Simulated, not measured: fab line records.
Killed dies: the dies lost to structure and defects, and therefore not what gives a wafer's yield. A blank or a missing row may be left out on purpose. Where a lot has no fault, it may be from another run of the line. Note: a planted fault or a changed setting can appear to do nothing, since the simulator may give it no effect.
The tool behind it: which one? :: flow n5-finfet :: Sampling: 10 lots, 26 wafers, 6 of 1938 route steps

WHAT THE GAUGES SHOWED, per wafer
N5_FIN_SAQP_OCD_MEAS_76.
lot: L115
measured: day 2 08:13
on: ocd-01
trench-depth-nm (nm): 117.2 119.6 119.7

lot: L117
measured: day 2 20:26
on: ocd-01
trench-depth-nm (nm): 117.2 116.4 125.8

lot: L118
measured: day 3 03:34
on: ocd-01
trench-depth-nm (nm): 120.4 118.3 122.7

lot: L120
measured: day 3 14:14
on: ocd-02
trench-depth-nm (nm): 123.8 118.2 119.8

lot: L124
measured: day 4 14:50
on: ocd-01
trench-depth-nm (nm): 181.3 183.7

lot: L127
measured: day 5 14:54
on: ocd-01
trench-depth-nm (nm): 184.0 116.8

lot: L128
measured: day 5 18:19
on: ocd-01
trench-depth-nm (nm): 117.4 117.5 122.3

lot: L133
measured: day 6 20:17
on: ocd-02
trench-depth-nm (nm): 117.6 127.7

lot: L136
measured: day 7 15:35
on: ocd-01
trench-depth-nm (nm): 117.1 116.9 116.1

lot: L137
measured: day 7 21:04
on: ocd-02
trench-depth-nm (nm): 119.3 122.8

N5_BEOL_M4_RC_MEAS_101.
lot: L115
measured: day 8 09:50
on: prober-02
DIBL_N (mV/V): 35.1 36.0 34.3
DIBL_P (mV/V): 37.0 36.9 35.4
IOFF_N (nA/um): 0.16 0.15 0.14
IOFF_P (nA/um): 0.24 0.23 0.20
ION_N (uA/um): 691 666 674
ION_P (uA/um): 474 459 464
SS_N (mV/dec): 71.2 71.7 71.2
SS_P (mV/dec): 74.0 73.6 73.3
VT_N (mV): 251 253 249
VT_P (mV): -247.6 -248.0 -248.0

lot: L117
measured: day 8 12:47
on: prober-01
DIBL_N (mV/V): 33.5 35.6 35.8
DIBL_P (mV/V): 33.0 35.0 35.6
IOFF_N (nA/um): 0.12 0.15 0.14
IOFF_P (nA/um): 0.17 0.19 0.19
ION_N (uA/um): 677 665 667
ION_P (uA/um): 465 453 452
SS_N (mV/dec): 70.8 71.1 70.7
SS_P (mV/dec): 72.1 72.9 73.2
VT_N (mV): 254 249 251
VT_P (mV): -252.8 -252.3 -250.6

lot: L118
measured: day 9 05:56
on: prober-02
DIBL_N (mV/V): 35.4 34.6 37.6
DIBL_P (mV/V): 35.1 34.5 37.6
IOFF_N (nA/um): 0.14 0.14 0.18
IOFF_P (nA/um): 0.20 0.19 0.22
ION_N (uA/um): 662 659 683
ION_P (uA/um): 456 451 469
SS_N (mV/dec): 71.9 72.0 72.3
SS_P (mV/dec): 74.4 73.8 74.3
VT_N (mV): 255 254 251
VT_P (mV): -251.6 -250.6 -250.2

lot: L120
measured: day 9 06:20
on: prober-01
DIBL_N (mV/V): 35.2 38.6 39.4
DIBL_P (mV/V): 34.9 38.4 39.8
IOFF_N (nA/um): 0.13 0.20 0.21
IOFF_P (nA/um): 0.19 0.26 0.27
ION_N (uA/um): 657 673 680
ION_P (uA/um): 453 462 467
SS_N (mV/dec): 71.6 71.9 71.9
SS_P (mV/dec): 72.6 73.9 73.5
VT_N (mV): 254 250 245
VT_P (mV): -252.9 -246.8 -245.6

lot: L124
measured: day 10 14:08
on: prober-02
DIBL_N (mV/V): 34.0 36.0
DIBL_P (mV/V): 33.9 36.3
IOFF_N (nA/um): 0.12 0.16
IOFF_P (nA/um): 0.19 0.23
ION_N (uA/um): 658 679
ION_P (uA/um): 467 476
SS_N (mV/dec): 71.5 71.5
SS_P (mV/dec): 73.7 73.2
VT_N (mV): 258 249
VT_P (mV): -253.2 -251.0

lot: L127
measured: day 11 10:51
on: prober-01
DIBL_N (mV/V): 34.8 37.2
DIBL_P (mV/V): 34.9 37.6
IOFF_N (nA/um): 0.12 0.15
IOFF_P (nA/um): 0.19 0.23
ION_N (uA/um): 663 675
ION_P (uA/um): 459 472
SS_N (mV/dec): 71.7 71.5
SS_P (mV/dec): 73.2 73.6
VT_N (mV): 257 254
VT_P (mV): -255.5 -250.4

lot: L128
measured: day 11 17:58
on: prober-01
DIBL_N (mV/V): 38.0 36.4 38.3
DIBL_P (mV/V): 37.7 35.8 39.0
IOFF_N (nA/um): 0.16 0.13 0.18
IOFF_P (nA/um): 0.23 0.19 0.26
ION_N (uA/um): 663 664 683
ION_P (uA/um): 456 461 469
SS_N (mV/dec): 71.7 70.7 71.3
SS_P (mV/dec): 73.1 73.1 74.0
VT_N (mV): 253 257 250
VT_P (mV): -248.8 -252.7 -245.5

lot: L133
measured: day 12 20:08
on: prober-01
DIBL_N (mV/V): 40.9 39.5
DIBL_P (mV/V): 43.4 40.8
IOFF_N (nA/um): 0.28 0.22
IOFF_P (nA/um): 0.34 0.28
ION_N (uA/um): 707 682
ION_P (uA/um): 486 456
SS_N (mV/dec): 74.2 73.1
SS_P (mV/dec): 75.1 75.3
VT_N (mV): 243 244
VT_P (mV): -244.5 -247.6

lot: L136
measured: day 13 14:06
on: prober-02
DIBL_N (mV/V): 37.3 33.3 37.4
DIBL_P (mV/V): 35.9 32.1 37.0
IOFF_N (nA/um): 0.17 0.11 0.19
IOFF_P (nA/um): 0.21 0.15 0.23
ION_N (uA/um): 681 664 700
ION_P (uA/um): 462 455 474
SS_N (mV/dec): 72.1 70.4 71.9
SS_P (mV/dec): 73.4 72.4 73.5
VT_N (mV): 248 254 245
VT_P (mV): -250.6 -254.1 -250.7

lot: L137
measured: day 13 14:38
on: prober-01
DIBL_N (mV/V): 34.0 39.7
DIBL_P (mV/V): 35.0 42.6
IOFF_N (nA/um): 0.15 0.27
IOFF_P (nA/um): 0.20 0.35
ION_N (uA/um): 686 712
ION_P (uA/um): 473 485
SS_N (mV/dec): 71.6 73.2
SS_P (mV/dec): 73.2 75.6
VT_N (mV): 247 242
VT_P (mV): -249.2 -245.4

WHICH TOOL RAN EACH LOT (tool, then ch and the chambers of the sampled wafers, then the start)
lot: L115
N5_FIN_SAQP_RECESS_75: vapor-etch-02 ch 0,1, day 2 04:31
N5_FIN_SAQP_ETCH_34: rie-diel-06 ch 1,2, day 2 07:46
N5_FIN_SAQP_ETCH_64: rie-si-03 ch 1,2,3, day 2 07:58
N5_FIN_SAQP_FIN_ETCH_36: rie-si-03 ch 1,2,3, day 2 07:59

lot: L117
N5_FIN_SAQP_RECESS_75: vapor-etch-02 ch 0, day 2 16:56
N5_FIN_SAQP_ETCH_34: rie-diel-03 ch 1,2, day 2 20:01
N5_FIN_SAQP_ETCH_64: rie-si-05 ch 0,1,2, day 2 20:12
N5_FIN_SAQP_FIN_ETCH_36: rie-si-05 ch 0,1,2, day 2 20:13

lot: L118
N5_FIN_SAQP_RECESS_75: vapor-etch-01 ch 0,1, day 2 22:59
N5_FIN_SAQP_ETCH_34: rie-diel-05 ch 1,2,3, day 3 03:08
N5_FIN_SAQP_ETCH_64: rie-si-01 ch 1,2,3, day 3 03:20
N5_FIN_SAQP_FIN_ETCH_36: rie-si-01 ch 1,2,3, day 3 03:21

lot: L120
N5_FIN_SAQP_RECESS_75: vapor-etch-01 ch 0,1, day 3 10:46
N5_FIN_SAQP_ETCH_34: rie-diel-03 ch 0,1, day 3 13:48
N5_FIN_SAQP_ETCH_64: rie-si-01 ch 0,1,2, day 3 13:59
N5_FIN_SAQP_FIN_ETCH_36: rie-si-01 ch 0,1,2, day 3 14:01

lot: L124
N5_FIN_SAQP_RECESS_75: vapor-etch-02 ch 1, day 4 11:05
N5_FIN_SAQP_ETCH_34: rie-diel-05 ch 1,2, day 4 14:24
N5_FIN_SAQP_ETCH_64: rie-si-03 ch 1,2, day 4 14:36
N5_FIN_SAQP_FIN_ETCH_36: rie-si-03 ch 1,2, day 4 14:37

lot: L127
N5_FIN_SAQP_RECESS_75: vapor-etch-02 ch 0,1, day 5 08:17
N5_FIN_SAQP_ETCH_34: rie-diel-05 ch 1,3, day 5 14:25
N5_FIN_SAQP_ETCH_64: rie-si-03 ch 2,3, day 5 14:37
N5_FIN_SAQP_FIN_ETCH_36: rie-si-03 ch 2,3, day 5 14:38

lot: L128
N5_FIN_SAQP_RECESS_75: vapor-etch-01 ch 0,1, day 5 11:59
N5_FIN_SAQP_ETCH_34: rie-diel-05 ch 1,2, day 5 17:52
N5_FIN_SAQP_ETCH_64: rie-si-01 ch 1,2, day 5 18:04
N5_FIN_SAQP_FIN_ETCH_36: rie-si-01 ch 1,2, day 5 18:05

lot: L133
N5_FIN_SAQP_RECESS_75: vapor-etch-02 ch 0,1, day 6 16:38
N5_FIN_SAQP_ETCH_34: rie-diel-05 ch 0,2, day 6 19:50
N5_FIN_SAQP_ETCH_64: rie-si-05 ch 0,1, day 6 20:02
N5_FIN_SAQP_FIN_ETCH_36: rie-si-05 ch 0,1, day 6 20:04

lot: L136
N5_FIN_SAQP_RECESS_75: vapor-etch-01 ch 1, day 7 11:56
N5_FIN_SAQP_ETCH_34: rie-diel-03 ch 1,2,3, day 7 15:09
N5_FIN_SAQP_ETCH_64: rie-si-05 ch 1,2, day 7 15:21
N5_FIN_SAQP_FIN_ETCH_36: rie-si-05 ch 1,2, day 7 15:22

lot: L137
N5_FIN_SAQP_RECESS_75: vapor-etch-02 ch 0,1, day 7 17:19
N5_FIN_SAQP_ETCH_34: rie-diel-03 ch 1,3, day 7 20:37
N5_FIN_SAQP_ETCH_64: rie-si-03 ch 0,2, day 7 20:49
N5_FIN_SAQP_FIN_ETCH_36: rie-si-03 ch 0,2, day 7 20:50
- N5_FIN_SAQP_RECESS_75: chemistry HF/NH3, target SiO2, target depth 14.4 nm, afs cycles 3, sublimation time 60 s.
- N5_FIN_SAQP_ETCH_34: etches SiO2 in C4F6/O2, target depth 45 nm, time 15 s.
- N5_FIN_SAQP_ETCH_64: etches SiO2 in CF4, target depth 1.5 nm.
- N5_FIN_SAQP_FIN_ETCH_36: etches the open film in HBr/Cl2/O2, target depth 120 nm, time 50.4 s.

WHAT THE TOOLS THEMSELVES READ (means of the sampled wafers that have a number; where no wafer has one, the mark that the record gives instead)
N5_FIN_SAQP_RECESS_75.
lot: L115
tool: vapor-etch-02
drypump-motor-current-A (A): 5.5
sublimation-temp-c (C): 179.97

lot: L117
tool: vapor-etch-02
drypump-motor-current-A (A): 5.3
sublimation-temp-c (C): 179.95

lot: L118
tool: vapor-etch-01
drypump-motor-current-A (A): 5.7
sublimation-temp-c (C): 179.86

lot: L120
tool: vapor-etch-01
drypump-motor-current-A (A): 5.8
sublimation-temp-c (C): 179.90

lot: L124
tool: vapor-etch-02
drypump-motor-current-A (A): 6.0
sublimation-temp-c (C): 179.99

lot: L127
tool: vapor-etch-02
drypump-motor-current-A (A): 5.6
sublimation-temp-c (C): 179.91

lot: L128
tool: vapor-etch-01
drypump-motor-current-A (A): 5.8
sublimation-temp-c (C): 180.04

lot: L133
tool: vapor-etch-02
drypump-motor-current-A (A): 5.6
sublimation-temp-c (C): 179.94

lot: L136
tool: vapor-etch-01
drypump-motor-current-A (A): 5.9
sublimation-temp-c (C): 180.19

lot: L137
tool: vapor-etch-02
drypump-motor-current-A (A): 5.6
sublimation-temp-c (C): 180.05

N5_FIN_SAQP_ETCH_34.
lot: L115
tool: rie-diel-06
C4F6_flow_sccm (sccm): 9.999
drypump-motor-current-A (A): 5.5
etch-rf-on-time-s (s): 15.1
oes-product-au (a.u.): 0.61
rf-vpp-V (V): 657
showerhead-plenum-p-Torr (Torr): 2.83
throttle-valve-pct (%): 21.33

lot: L117
tool: rie-diel-03
C4F6_flow_sccm (sccm): 9.971
drypump-motor-current-A (A): 5.8
etch-rf-on-time-s (s): 15.2
oes-product-au (a.u.): 0.59
rf-vpp-V (V): 676
showerhead-plenum-p-Torr (Torr): 2.88
throttle-valve-pct (%): 21.13

lot: L118
tool: rie-diel-05
C4F6_flow_sccm (sccm): 10.031
drypump-motor-current-A (A): 5.3
etch-rf-on-time-s (s): 15.1
oes-product-au (a.u.): 0.63
rf-vpp-V (V): 661
showerhead-plenum-p-Torr (Torr): 2.83
throttle-valve-pct (%): 21.14

lot: L120
tool: rie-diel-03
C4F6_flow_sccm (sccm): 10.018
drypump-motor-current-A (A): 6.2
etch-rf-on-time-s (s): 15.2
oes-product-au (a.u.): 0.59
rf-vpp-V (V): 676
showerhead-plenum-p-Torr (Torr): 2.82
throttle-valve-pct (%): 21.43

lot: L124
tool: rie-diel-05
C4F6_flow_sccm (sccm): 9.950
drypump-motor-current-A (A): 4.9
etch-rf-on-time-s (s): 14.9
oes-product-au (a.u.): 0.74
rf-vpp-V (V): 660
showerhead-plenum-p-Torr (Torr): 2.82
throttle-valve-pct (%): 20.96

lot: L127
tool: rie-diel-05
C4F6_flow_sccm (sccm): 10.020
drypump-motor-current-A (A): 5.6
etch-rf-on-time-s (s): 15.6
oes-product-au (a.u.): 0.70
rf-vpp-V (V): 676
showerhead-plenum-p-Torr (Torr): 2.86
throttle-valve-pct (%): 20.99

lot: L128
tool: rie-diel-05
C4F6_flow_sccm (sccm): 10.042
drypump-motor-current-A (A): 4.9
etch-rf-on-time-s (s): 15.0
oes-product-au (a.u.): 0.69
rf-vpp-V (V): 652
showerhead-plenum-p-Torr (Torr): 2.79
throttle-valve-pct (%): 21.03

lot: L133
tool: rie-diel-05
C4F6_flow_sccm (sccm): 9.966
drypump-motor-current-A (A): 5.4
etch-rf-on-time-s (s): 14.6
oes-product-au (a.u.): 0.71
rf-vpp-V (V): 645
showerhead-plenum-p-Torr (Torr): 2.76
throttle-valve-pct (%): 21.18

lot: L136
tool: rie-diel-03
C4F6_flow_sccm (sccm): 9.983
drypump-motor-current-A (A): 5.7
etch-rf-on-time-s (s): 14.8
oes-product-au (a.u.): 0.74
rf-vpp-V (V): 675
showerhead-plenum-p-Torr (Torr): 2.85
throttle-valve-pct (%): 20.95

lot: L137
tool: rie-diel-03
C4F6_flow_sccm (sccm): 9.979
drypump-motor-current-A (A): 5.7
etch-rf-on-time-s (s): 14.8
oes-product-au (a.u.): 0.70
rf-vpp-V (V): 672
showerhead-plenum-p-Torr (Torr): 2.83
throttle-valve-pct (%): 21.02

N5_FIN_SAQP_ETCH_64.
lot: L115
tool: rie-si-03
drypump-motor-current-A (A): 6.0
oes-product-au (a.u.): 0.988
throttle-valve-pct (%): 21.66

lot: L117
tool: rie-si-05
drypump-motor-current-A (A): 6.1
oes-product-au (a.u.): 0.997
throttle-valve-pct (%): 21.78

lot: L118
tool: rie-si-01
drypump-motor-current-A (A): 5.4
oes-product-au (a.u.): 1.004
throttle-valve-pct (%): 21.76

lot: L120
tool: rie-si-01
drypump-motor-current-A (A): 5.6
oes-product-au (a.u.): 0.997
throttle-valve-pct (%): 21.61

lot: L124
tool: rie-si-03
drypump-motor-current-A (A): 6.0
oes-product-au (a.u.): 0.978
throttle-valve-pct (%): 21.79

lot: L127
tool: rie-si-03
drypump-motor-current-A (A): 5.8
oes-product-au (a.u.): 0.992
throttle-valve-pct (%): 21.59

lot: L128
tool: rie-si-01
drypump-motor-current-A (A): 5.5
oes-product-au (a.u.): 0.995
throttle-valve-pct (%): 21.53

lot: L133
tool: rie-si-05
drypump-motor-current-A (A): 6.3
oes-product-au (a.u.): 1.011
throttle-valve-pct (%): 21.70

lot: L136
tool: rie-si-05
drypump-motor-current-A (A): 5.9
oes-product-au (a.u.): 0.982
throttle-valve-pct (%): 21.83

lot: L137
tool: rie-si-03
drypump-motor-current-A (A): 5.2
oes-product-au (a.u.): 0.990
throttle-valve-pct (%): 21.83

N5_FIN_SAQP_FIN_ETCH_36.
lot: L115
tool: rie-si-03
drypump-motor-current-A (A): 6.0
oes-product-au (a.u.): 1.000
throttle-valve-pct (%): 35.9

lot: L117
tool: rie-si-05
drypump-motor-current-A (A): 6.1
oes-product-au (a.u.): 0.999
throttle-valve-pct (%): 36.2

lot: L118
tool: rie-si-01
drypump-motor-current-A (A): 5.5
oes-product-au (a.u.): 1.000
throttle-valve-pct (%): 35.8

lot: L120
tool: rie-si-01
drypump-motor-current-A (A): 5.6
oes-product-au (a.u.): 1.003
throttle-valve-pct (%): 35.7

lot: L124
tool: rie-si-03
drypump-motor-current-A (A): 6.0
oes-product-au (a.u.): 1.356
throttle-valve-pct (%): 35.4

lot: L127
tool: rie-si-03
drypump-motor-current-A (A): 5.8
oes-product-au (a.u.): 1.194
throttle-valve-pct (%): 35.5

lot: L128
tool: rie-si-01
drypump-motor-current-A (A): 5.6
oes-product-au (a.u.): 0.994
throttle-valve-pct (%): 35.7

lot: L133
tool: rie-si-05
drypump-motor-current-A (A): 6.3
oes-product-au (a.u.): 1.010
throttle-valve-pct (%): 36.2

lot: L136
tool: rie-si-05
drypump-motor-current-A (A): 5.9
oes-product-au (a.u.): 0.995
throttle-valve-pct (%): 36.1

lot: L137
tool: rie-si-03
drypump-motor-current-A (A): 5.2
oes-product-au (a.u.): 1.002
throttle-valve-pct (%): 36.1

THE ANSWER, worked out from the rows above alone
Rule: the lots themselves supply what counts as usual. The widest of any qualifying gaps counts: lots, ordered by their means at a reading, are off when they make up no more than a third of the lots, leave a main group of 4 or more, and stand apart from it by 3 or more times the standard deviation of that group's means. Not used: any main group whose means are identical at the precision the tables above print for the reading. Also off: a lot with no number at a reading for which 4 or more lots have one. Where the step has rows for the other lots, those lots are counted as sound. After the gauges, taken in route order, come the tools' own readings; for these a lot's mean is taken, as printed above. The first step at which some lot is off is used, and at that step the reading that is off furthest; a lot without a number counts as furthest.
Off: L124, L127 (N5_FIN_SAQP_OCD_MEAS_76, trench-depth-nm). For the main group the mean is 119.9 nm and the standard deviation 1.6.
If a tool, at a process step before that reading, ran all the lots that are off and no sound lot after the first of them, it fits. The gauges at N5_FIN_SAQP_OCD_MEAS_76 aren't tried: what is off there is off at N5_FIN_SAQP_FIN_ETCH_36 too, on other tools, and a gauge's error can't cause that. Of those tried, none fits.

WHAT HAD BEEN PUT IN BY THE SIMULATOR
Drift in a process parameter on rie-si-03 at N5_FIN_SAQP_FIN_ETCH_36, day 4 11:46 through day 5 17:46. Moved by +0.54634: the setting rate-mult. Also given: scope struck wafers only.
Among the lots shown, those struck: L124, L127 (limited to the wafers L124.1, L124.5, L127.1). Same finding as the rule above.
